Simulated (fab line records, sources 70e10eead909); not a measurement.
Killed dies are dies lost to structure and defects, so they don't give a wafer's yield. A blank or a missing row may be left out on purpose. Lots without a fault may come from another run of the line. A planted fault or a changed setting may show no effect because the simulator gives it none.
Which tool did it? | flow nand_harc | 24 lots, 72 wafers sampled, at 6 steps of a route of 1302

WHAT THE GAUGES READ, wafer by wafer
NHARC_P_CONTACT_CD_MEAS_12: target cd 90 nm. Usual: cd_nm 90.0 nm, standard deviation 0.41.
lot  | measured     | on        | cd_nm (nm)     | flag
L074 | day 6 03:28  | cd_sem-02 | 90.8 90.5 89.9 |
L075 | day 6 06:14  | cd_sem-02 | 90.6 90.1 90.3 |
L076 | day 6 17:43  | cd_sem-03 | 90.5 90.1 90.8 |
L077 | day 7 02:12  | cd_sem-03 | 90.1 90.3 89.9 |
L078 | day 7 15:58  | cd_sem-02 | 89.7 89.6 89.5 |
L079 | day 8 02:12  | cd_sem-01 | 90.2 90.6 89.8 |
L080 | day 8 07:49  | cd_sem-01 | 90.8 89.6 90.0 |
L081 | day 9 01:42  | cd_sem-02 | 89.7 89.3 89.7 |
L082 | day 9 07:37  | cd_sem-03 | 90.0 90.3 90.1 |
L083 | day 9 15:28  | cd_sem-01 | 89.9 90.1 90.0 |
L084 | day 10 08:17 | cd_sem-03 | 90.2 89.8 89.4 |
L085 | day 10 16:35 | cd_sem-03 | 90.3 90.3 90.0 |
L086 | day 10 22:40 | cd_sem-03 | 90.7 89.9 91.1 |
L087 | day 11 02:33 | cd_sem-02 | 89.7 89.2 90.5 |
L088 | day 12 02:21 | cd_sem-03 | 90.0 90.1 90.0 |
L089 | day 12 02:44 | cd_sem-03 | 90.2 89.7 89.5 |
L090 | day 12 20:02 | cd_sem-02 | 89.3 89.7 90.1 |
L091 | day 13 07:07 | cd_sem-03 | 90.3 89.8 90.7 |
L092 | day 13 09:53 | cd_sem-01 | 89.9 89.5 89.8 |
L093 | day 13 21:34 | cd_sem-02 | 90.2 90.3 90.3 |
L094 | day 14 11:10 | cd_sem-01 | 90.2 90.3 89.9 |
L095 | day 14 17:58 | cd_sem-03 | 89.5 89.5 89.7 |
L096 | day 14 23:07 | cd_sem-03 | 90.0 89.7 89.5 |
L097 | day 15 12:43 | cd_sem-01 | 89.5 89.5 89.7 |

NHARC_P_CONTACT_OVL_MEAS_13. Usual: overlay_x_nm -0.1 nm, standard deviation 0.94; overlay_y_nm -0.3 nm, standard deviation 0.85.
lot  | measured     | on         | overlay_x_nm (nm) | overlay_y_nm (nm) | flag
L074 | day 6 03:33  | overlay-01 | -0.7 -0.6 -0.4    | -0.4 -0.6 -1.0    |
L075 | day 6 06:19  | overlay-02 | -0.2 0.4 0.3      | 1.3 1.9 1.3       |
L076 | day 6 17:48  | overlay-02 | -0.4 -0.6 -0.5    | -0.3 -1.0 -0.7    |
L077 | day 7 02:17  | overlay-02 | -1.8 -1.2 -1.2    | 0.4 0.1 0.3       |
L078 | day 7 16:03  | overlay-01 | -1.6 -1.7 -1.7    | -0.6 -0.6 -0.7    |
L079 | day 8 02:17  | overlay-02 | 0.1 -0.1 -0.5     | 0.1 -0.1 0.2      |
L080 | day 8 07:55  | overlay-01 | 0.4 0.5 1.0       | 1.0 1.7 0.3       |
L081 | day 9 01:47  | overlay-02 | -0.5 -0.3 0.0     | -1.1 -1.2 -0.9    |
L082 | day 9 07:42  | overlay-01 | -0.5 -0.2 -0.6    | -1.1 -0.5 -0.9    |
L083 | day 9 15:34  | overlay-02 | -1.5 -0.8 -0.9    | 1.1 0.9 1.0       |
L084 | day 10 08:22 | overlay-01 | -0.2 0.1 -0.5     | -0.8 -0.3 -0.3    |
L085 | day 10 16:41 | overlay-01 | -0.6 -1.2 -1.0    | -1.0 -1.2 -0.9    |
L086 | day 10 22:45 | overlay-01 | -0.2 -0.4 -0.7    | -1.4 -1.4 -1.3    |
L087 | day 11 02:38 | overlay-02 | 1.1 1.4 1.0       | -1.2 -1.1 -0.7    |
L088 | day 12 02:26 | overlay-01 | 1.3 1.5 0.9       | -0.7 -0.5 -0.3    |
L089 | day 12 02:49 | overlay-02 | 0.3 0.6 0.1       | -1.5 -1.1 -1.2    |
L090 | day 12 20:07 | overlay-01 | -1.0 -1.1 -0.7    | 1.0 1.0 1.7       |
L091 | day 13 07:12 | overlay-01 | -0.3 0.0 -0.1     | -0.6 -0.6 -0.6    |
L092 | day 13 09:58 | overlay-02 | 2.7 2.1 2.3       | -0.1 -0.6 -0.8    |
L093 | day 13 21:39 | overlay-01 | -1.1 -1.6 -0.5    | 0.2 0.3 0.3       |
L094 | day 14 11:15 | overlay-02 | 0.7 0.5 0.8       | -0.9 -1.5 -1.0    |
L095 | day 14 18:04 | overlay-02 | 1.4 1.3 1.4       | -0.1 -0.2 -0.1    |
L096 | day 14 23:13 | overlay-01 | -0.7 -0.6 -0.8    | 0.2 0.2 0.2       |
L097 | day 15 12:49 | overlay-01 | 0.1 0.4 0.2       | -1.0 -1.1 -1.3    |

WHICH TOOL RAN EACH LOT (tool, then ch and the chambers of the sampled wafers, then the start)
lot  | NHARC_P_STI_DESCUM_14              | NHARC_P_GATE_STRIP_101             | NHARC_P_GATE_DESCUM_61             | NHARC_P_GATE_RTA_82
L074 | rie_diel-09 ch 0,1,3, day 2 21:59  | rie_diel-07 ch 0,3, day 5 14:28    | rie_diel-12 ch 1,2,3, day 5 17:19  | rtp_anneal-02 ch 0, day 6 01:50
L075 | rie_diel-06 ch 0,2, day 3 05:36    | rie_diel-03 ch 1,2, day 5 21:16    | rie_diel-12 ch 0,1,2, day 5 23:59  | rtp_anneal-02 ch 0, day 6 04:36
L076 | rie_diel-09 ch 0,2,3, day 3 17:55  | rie_diel-12 ch 0,1,3, day 6 08:45  | rie_diel-12 ch 0,2,3, day 6 11:28  | rtp_anneal-01 ch 0, day 6 15:55
L077 | rie_diel-09 ch 0,1,2, day 4 01:57  | rie_diel-03 ch 1,3, day 6 17:10    | rie_diel-12 ch 1,3, day 6 19:52    | rtp_anneal-02 ch 0, day 7 00:23
L078 | rie_diel-13 ch 0,1,3, day 4 12:59  | rie_diel-12 ch 0,1,3, day 7 06:47  | rie_diel-03 ch 0,2,3, day 7 09:32  | rtp_anneal-02 ch 0, day 7 14:09
L079 | rie_diel-06 ch 0,1,3, day 4 21:48  | rie_diel-03 ch 0,3, day 7 17:23    | rie_diel-07 ch 0,1,2, day 7 20:14  | rtp_anneal-02 ch 0, day 8 00:31
L080 | rie_diel-06 ch 1,2,3, day 5 06:58  | rie_diel-03 ch 0,1, day 7 22:37    | rie_diel-12 ch 0,3, day 8 01:30    | rtp_anneal-02 ch 0, day 8 06:01
L081 | rie_diel-13 ch 0,3, day 5 16:32    | rie_diel-03 ch 0,1, day 8 16:45    | rie_diel-12 ch 0,3, day 8 19:29    | rtp_anneal-02 ch 0, day 8 23:55
L082 | rie_diel-09 ch 0,1,3, day 6 03:31  | rie_diel-07 ch 0,2,3, day 8 22:47  | rie_diel-07 ch 0,1,3, day 9 01:29  | rtp_anneal-02 ch 0, day 9 05:56
L083 | rie_diel-13 ch 0,1,2, day 6 13:56  | rie_diel-12 ch 0,2,3, day 9 06:40  | rie_diel-03 ch 0,3, day 9 09:23    | rtp_anneal-01 ch 0, day 9 13:50
L084 | rie_diel-13 ch 0,2,3, day 7 02:30  | rie_diel-07 ch 0,2,3, day 9 23:26  | rie_diel-03 ch 1,2, day 10 02:11   | rtp_anneal-02 ch 0, day 10 06:33
L085 | rie_diel-13 ch 0,1,2, day 7 13:05  | rie_diel-03 ch 1,3, day 10 07:36   | rie_diel-03 ch 1,2, day 10 10:19   | rtp_anneal-01 ch 0, day 10 14:47
L086 | rie_diel-09 ch 1,2, day 7 21:43    | rie_diel-12 ch 1,2, day 10 13:56   | rie_diel-12 ch 2,3, day 10 16:32   | rtp_anneal-01 ch 0, day 10 20:55
L087 | rie_diel-06 ch 0,1,3, day 8 04:50  | rie_diel-07 ch 0,1,3, day 10 17:42 | rie_diel-12 ch 1,2,3, day 10 20:19 | rtp_anneal-02 ch 0, day 11 00:44
L088 | rie_diel-13 ch 0,2, day 8 16:31    | rie_diel-07 ch 0,2, day 11 17:16   | rie_diel-07 ch 0,2,3, day 11 20:06 | rtp_anneal-01 ch 0, day 12 00:35
L089 | rie_diel-06 ch 0,2,3, day 9 00:47  | rie_diel-12 ch 0,2,3, day 11 17:43 | rie_diel-12 ch 0,1,2, day 11 20:39 | rtp_anneal-01 ch 0, day 12 01:03
L090 | rie_diel-13 ch 1,2,3, day 9 10:33  | rie_diel-07 ch 1,2, day 12 11:05   | rie_diel-03 ch 0,3, day 12 13:55   | rtp_anneal-01 ch 0, day 12 18:16
L091 | rie_diel-06 ch 1,2, day 9 21:13    | rie_diel-12 ch 1,2,3, day 12 22:09 | rie_diel-12 ch 2,3, day 13 01:01   | rtp_anneal-01 ch 0, day 13 05:21
L092 | rie_diel-13 ch 1,2, day 10 08:16   | rie_diel-12 ch 2,3, day 13 01:04   | rie_diel-03 ch 0,1,2, day 13 03:47 | rtp_anneal-02 ch 0, day 13 08:12
L093 | rie_diel-13 ch 0,1, day 10 21:53   | rie_diel-03 ch 2,3, day 13 12:46   | rie_diel-07 ch 0,1, day 13 15:31   | rtp_anneal-02 ch 0, day 13 19:50
L094 | rie_diel-09 ch 0,1, day 11 07:52   | rie_diel-07 ch 0,1,2, day 14 02:04 | rie_diel-03 ch 2,3, day 14 04:53   | rtp_anneal-01 ch 0, day 14 09:14
L095 | rie_diel-06 ch 0,1,2, day 11 12:25 | rie_diel-03 ch 1,2,3, day 14 09:01 | rie_diel-07 ch 0,2,3, day 14 11:46 | rtp_anneal-02 ch 0, day 14 16:11
L096 | rie_diel-06 ch 0,1,3, day 11 23:13 | rie_diel-03 ch 0,1,2, day 14 14:17 | rie_diel-12 ch 0,1,2, day 14 17:00 | rtp_anneal-01 ch 0, day 14 21:19
L097 | rie_diel-06 ch 0,3, day 12 09:29   | rie_diel-03 ch 1,2,3, day 15 03:44 | rie_diel-03 ch 0,2,3, day 15 06:21 | rtp_anneal-01 ch 0, day 15 10:55
- NHARC_P_STI_DESCUM_14: chemistry O2, time 3 s.
- NHARC_P_GATE_STRIP_101: strips in O2, time 20 s.
- NHARC_P_GATE_DESCUM_61: chemistry O2, time 3 s.
- NHARC_P_GATE_RTA_82: time 30 s.

WHAT THE TOOLS THEMSELVES READ (means of the sampled wafers that have a number; where no wafer has one, the mark that the record gives instead)
NHARC_P_STI_DESCUM_14. Usual: drypump_motor_current_A 5.6 A, standard deviation 0.42; mfc_ar_sccm 0.004 sccm, standard deviation 0.0084; oes_product_au 0.996 a.u., standard deviation 0.0071; rf_vpp_V 57.7 V, standard deviation 0.87; showerhead_plenum_p_Torr 1.90 Torr, standard deviation 0.054; throttle_valve_pct 11.311 %, standard deviation 0.0085.
lot  | tool        | drypump_motor_current_A (A) | mfc_ar_sccm (sccm) | oes_product_au (a.u.) | rf_vpp_V (V) | showerhead_plenum_p_Torr (Torr) | throttle_valve_pct (%) | flag
L074 | rie_diel-09 | 5.7                         | 0.000              | 0.998                 | 57.2         | 1.90                            | 11.307                 |
L075 | rie_diel-06 | 5.0                         | 0.004              | 0.991                 | 57.9         | 1.90                            | 11.311                 |
L076 | rie_diel-09 | 5.8                         | 0.000              | 0.992                 | 58.0         | 1.96                            | 11.312                 |
L077 | rie_diel-09 | 5.8                         | 0.000              | 0.999                 | 57.4         | 1.93                            | 11.312                 |
L078 | rie_diel-13 | 5.7                         | 0.010              | 1.006                 | 57.4         | 1.87                            | 11.311                 |
L079 | rie_diel-06 | 5.5                         | 0.001              | 0.992                 | 57.2         | 1.88                            | 11.308                 |
L080 | rie_diel-06 | 5.7                         | 0.005              | 0.997                 | 56.8         | 1.88                            | 11.317                 |
L081 | rie_diel-13 | 6.1                         | 0.020              | 1.012                 | 56.8         | 1.86                            | 11.308                 |
L082 | rie_diel-09 | 5.8                         | 0.000              | 0.992                 | 58.1         | 1.90                            | 11.305                 |
L083 | rie_diel-13 | 5.6                         | 0.010              | 0.996                 | 57.7         | 1.90                            | 11.305                 |
L084 | rie_diel-13 | 5.8                         | 0.010              | 0.996                 | 58.6         | 1.90                            | 11.309                 |
L085 | rie_diel-13 | 5.6                         | 0.010              | 0.999                 | 58.0         | 1.89                            | 11.317                 |
L086 | rie_diel-09 | 5.6                         | 0.000              | 0.996                 | 57.4         | 1.92                            | 11.312                 |
L087 | rie_diel-06 | 5.5                         | 0.001              | 0.999                 | 57.9         | 1.88                            | 11.320                 |
L088 | rie_diel-13 | 5.7                         | 0.010              | 0.991                 | 58.1         | 1.93                            | 11.306                 |
L089 | rie_diel-06 | 5.5                         | 0.004              | 0.992                 | 58.2         | 1.89                            | 11.308                 |
L090 | rie_diel-13 | 5.4                         | 0.000              | 0.995                 | 57.8         | 1.90                            | 11.317                 |
L091 | rie_diel-06 | 5.5                         | 0.009              | 0.998                 | 58.4         | 1.89                            | 11.313                 |
L092 | rie_diel-13 | 5.3                         | 0.000              | 1.005                 | 58.3         | 1.93                            | 11.309                 |
L093 | rie_diel-13 | 5.5                         | 0.010              | 0.997                 | 56.9         | 1.85                            | 11.312                 |
L094 | rie_diel-09 | 5.6                         | 0.000              | 0.993                 | 57.7         | 1.86                            | 11.324                 |
L095 | rie_diel-06 | 5.3                         | 0.005              | 1.001                 | 57.7         | 1.89                            | 11.308                 |
L096 | rie_diel-06 | 5.5                         | 0.001              | 1.000                 | 57.2         | 1.88                            | 11.308                 |
L097 | rie_diel-06 | 5.7                         | 0.000              | 1.002                 | 57.5         | 1.89                            | 11.309                 |

NHARC_P_GATE_STRIP_101. Usual: drypump_motor_current_A 5.6 A, standard deviation 0.37; mfc_ar_sccm 0.011 sccm, standard deviation 0.014; oes_product_au 0.998 a.u., standard deviation 0.0078; rf_vpp_V 57.9 V, standard deviation 1; showerhead_plenum_p_Torr 3.57 Torr, standard deviation 0.16; throttle_valve_pct 17.036 %, standard deviation 0.0084.
lot  | tool        | drypump_motor_current_A (A) | mfc_ar_sccm (sccm) | oes_product_au (a.u.) | rf_vpp_V (V) | showerhead_plenum_p_Torr (Torr) | throttle_valve_pct (%) | flag
L074 | rie_diel-07 | 5.4                         | 0.000              | 1.000                 | 57.7         | 3.63                            | 17.041                 |
L075 | rie_diel-03 | 5.6                         | 0.016              | 0.994                 | 56.8         | 3.42                            | 17.036                 |
L076 | rie_diel-12 | 5.7                         | 0.017              | 1.006                 | 57.3         | 3.45                            | 17.039                 |
L077 | rie_diel-03 | 6.1                         | 0.015              | 0.997                 | 57.8         | 3.49                            | 17.028                 |
L078 | rie_diel-12 | 5.8                         | 0.017              | 0.998                 | 58.2         | 3.45                            | 17.040                 |
L079 | rie_diel-03 | 5.8                         | 0.007              | 0.989                 | 57.8         | 3.59                            | 17.041                 |
L080 | rie_diel-03 | 5.5                         | 0.016              | 0.993                 | 57.4         | 3.40                            | 17.038                 |
L081 | rie_diel-03 | 5.3                         | 0.008              | 0.987                 | 57.6         | 3.49                            | 17.031                 |
L082 | rie_diel-07 | 5.6                         | 0.013              | 0.993                 | 58.5         | 3.70                            | 17.040                 |
L083 | rie_diel-12 | 5.8                         | 0.003              | 0.999                 | 58.3         | 3.57                            | 17.035                 |
L084 | rie_diel-07 | 5.6                         | 0.013              | 0.993                 | 58.4         | 3.70                            | 17.033                 |
L085 | rie_diel-03 | 6.0                         | 0.019              | 0.996                 | 57.8         | 3.40                            | 17.034                 |
L086 | rie_diel-12 | 5.4                         | 0.027              | 1.002                 | 57.4         | 3.48                            | 17.029                 |
L087 | rie_diel-07 | 5.5                         | 0.002              | 1.000                 | 58.1         | 3.67                            | 17.032                 |
L088 | rie_diel-07 | 5.6                         | 0.027              | 0.986                 | 58.1         | 3.70                            | 17.037                 |
L089 | rie_diel-12 | 5.8                         | 0.003              | 1.002                 | 58.4         | 3.56                            | 17.033                 |
L090 | rie_diel-07 | 5.5                         | 0.018              | 1.001                 | 58.7         | 3.72                            | 17.035                 |
L091 | rie_diel-12 | 5.6                         | 0.017              | 1.000                 | 57.1         | 3.56                            | 17.037                 |
L092 | rie_diel-12 | 5.8                         | 0.007              | 1.007                 | 58.1         | 3.65                            | 17.040                 |
L093 | rie_diel-03 | 5.6                         | 0.003              | 0.998                 | 56.6         | 3.64                            | 17.043                 |
L094 | rie_diel-07 | 5.5                         | 0.016              | 1.008                 | 58.1         | 3.67                            | 17.033                 |
L095 | rie_diel-03 | 5.8                         | 0.011              | 0.994                 | 57.7         | 3.51                            | 17.035                 |
L096 | rie_diel-03 | 5.4                         | 0.008              | 1.000                 | 57.1         | 3.51                            | 17.034                 |
L097 | rie_diel-03 | 5.8                         | 0.011              | 0.999                 | 57.1         | 3.51                            | 17.038                 |

NHARC_P_GATE_DESCUM_61. Usual: drypump_motor_current_A 5.6 A, standard deviation 0.37; mfc_ar_sccm 0.010 sccm, standard deviation 0.014; oes_product_au 0.998 a.u., standard deviation 0.008; rf_vpp_V 57.9 V, standard deviation 1; showerhead_plenum_p_Torr 1.93 Torr, standard deviation 0.091; throttle_valve_pct 11.311 %, standard deviation 0.0084.
lot  | tool        | drypump_motor_current_A (A) | mfc_ar_sccm (sccm) | oes_product_au (a.u.) | rf_vpp_V (V) | showerhead_plenum_p_Torr (Torr) | throttle_valve_pct (%) | flag
L074 | rie_diel-12 | 5.5                         | 0.017              | 1.008                 | 58.1         | 1.94                            | 11.309                 |
L075 | rie_diel-12 | 5.6                         | 0.014              | 0.999                 | 57.1         | 1.89                            | 11.306                 |
L076 | rie_diel-12 | 5.8                         | 0.003              | 0.998                 | 58.5         | 1.93                            | 11.313                 |
L077 | rie_diel-12 | 5.7                         | 0.020              | 1.001                 | 58.1         | 1.92                            | 11.313                 |
L078 | rie_diel-03 | 5.5                         | 0.003              | 0.995                 | 58.1         | 1.96                            | 11.308                 |
L079 | rie_diel-07 | 5.4                         | 0.016              | 0.996                 | 57.7         | 2.00                            | 11.312                 |
L080 | rie_diel-12 | 6.0                         | 0.003              | 0.992                 | 58.2         | 1.86                            | 11.307                 |
L081 | rie_diel-12 | 5.9                         | 0.007              | 1.006                 | 58.5         | 1.92                            | 11.321                 |
L082 | rie_diel-07 | 5.5                         | 0.002              | 0.987                 | 58.5         | 2.00                            | 11.320                 |
L083 | rie_diel-03 | 5.4                         | 0.003              | 1.002                 | 58.3         | 1.95                            | 11.306                 |
L084 | rie_diel-03 | 5.6                         | 0.016              | 0.997                 | 57.3         | 1.85                            | 11.310                 |
L085 | rie_diel-03 | 5.5                         | 0.008              | 1.003                 | 56.6         | 1.92                            | 11.304                 |
L086 | rie_diel-12 | 5.8                         | 0.007              | 1.001                 | 56.9         | 1.99                            | 11.313                 |
L087 | rie_diel-12 | 5.6                         | 0.017              | 1.000                 | 57.9         | 1.94                            | 11.299                 |
L088 | rie_diel-07 | 5.6                         | 0.013              | 0.986                 | 58.7         | 2.01                            | 11.315                 |
L089 | rie_diel-12 | 5.6                         | 0.014              | 0.992                 | 57.7         | 1.88                            | 11.309                 |
L090 | rie_diel-03 | 5.4                         | 0.003              | 0.990                 | 58.1         | 1.95                            | 11.310                 |
L091 | rie_diel-12 | 5.8                         | 0.007              | 1.001                 | 57.8         | 1.99                            | 11.311                 |
L092 | rie_diel-03 | 5.3                         | 0.008              | 0.993                 | 56.9         | 1.91                            | 11.317                 |
L093 | rie_diel-07 | 5.3                         | 0.002              | 1.003                 | 58.1         | 1.96                            | 11.318                 |
L094 | rie_diel-03 | 5.9                         | 0.007              | 1.003                 | 59.3         | 1.96                            | 11.309                 |
L095 | rie_diel-07 | 5.6                         | 0.013              | 1.009                 | 57.7         | 2.01                            | 11.319                 |
L096 | rie_diel-12 | 5.6                         | 0.014              | 1.009                 | 58.2         | 1.88                            | 11.312                 |
L097 | rie_diel-03 | 5.5                         | 0.003              | 0.998                 | 58.8         | 1.96                            | 11.304                 |

NHARC_P_GATE_RTA_82. Usual: lamp_power_pct 3.78 %, standard deviation 0.14; lamp_zone_4_pct 3.78 %, standard deviation 0.14; wafer_temp_C_max 451.4, standard deviation 0.31.
lot  | tool          | lamp_power_pct (%) | lamp_zone_4_pct (%) | wafer_temp_C_max | flag
L074 | rtp_anneal-02 | 3.65               | 3.65                | 451.1            |
L075 | rtp_anneal-02 | 3.65               | 3.65                | 451.5            |
L076 | rtp_anneal-01 | 3.94               | 3.94                | 451.3            |
L077 | rtp_anneal-02 | 3.65               | 3.65                | 451.3            |
L078 | rtp_anneal-02 | 3.65               | 3.65                | 451.3            |
L079 | rtp_anneal-02 | 3.65               | 3.65                | 451.7            |
L080 | rtp_anneal-02 | 3.64               | 3.65                | 451.5            |
L081 | rtp_anneal-02 | 3.65               | 3.65                | 451.4            |
L082 | rtp_anneal-02 | 3.65               | 3.65                | 451.4            |
L083 | rtp_anneal-01 | 3.93               | 3.94                | 451.4            |
L084 | rtp_anneal-02 | 3.65               | 3.65                | 451.3            |
L085 | rtp_anneal-01 | 3.94               | 3.94                | 451.6            |
L086 | rtp_anneal-01 | 3.93               | 3.94                | 451.4            |
L087 | rtp_anneal-02 | 3.65               | 3.64                | 451.3            |
L088 | rtp_anneal-01 | 3.93               | 3.93                | 451.4            |
L089 | rtp_anneal-01 | 3.93               | 3.93                | 451.6            |
L090 | rtp_anneal-01 | 3.94               | 3.94                | 451.9            |
L091 | rtp_anneal-01 | 3.94               | 3.93                | 451.3            |
L092 | rtp_anneal-02 | 3.65               | 3.65                | 451.4            |
L093 | rtp_anneal-02 | 3.64               | 3.65                | 451.4            |
L094 | rtp_anneal-01 | 3.94               | 3.94                | 451.2            |
L095 | rtp_anneal-02 | 3.65               | 3.65                | 451.3            |
L096 | rtp_anneal-01 | 3.94               | 3.93                | 451.6            |
L097 | rtp_anneal-01 | 3.94               | 3.94                | 451.5            |

THE ANSWER, worked out from the rows above alone
Rule: a lot is off if the mean of its wafers that have a number lies more than 3 standard deviations from the usual mean. A lot without any number at a reading at which 4 lots or more have one is off too. The other lots that the step has rows for count as sound. The gauges are gone through in route order, then the tools' own readings, and for those a lot's mean is taken as printed above. The first step at which some lot is off is used, and at that step the reading that is off furthest; a lot without a number counts as furthest.
No lot is off at any reading shown: from this, nothing can be told.

WHAT THE SIMULATOR HAD PUT IN
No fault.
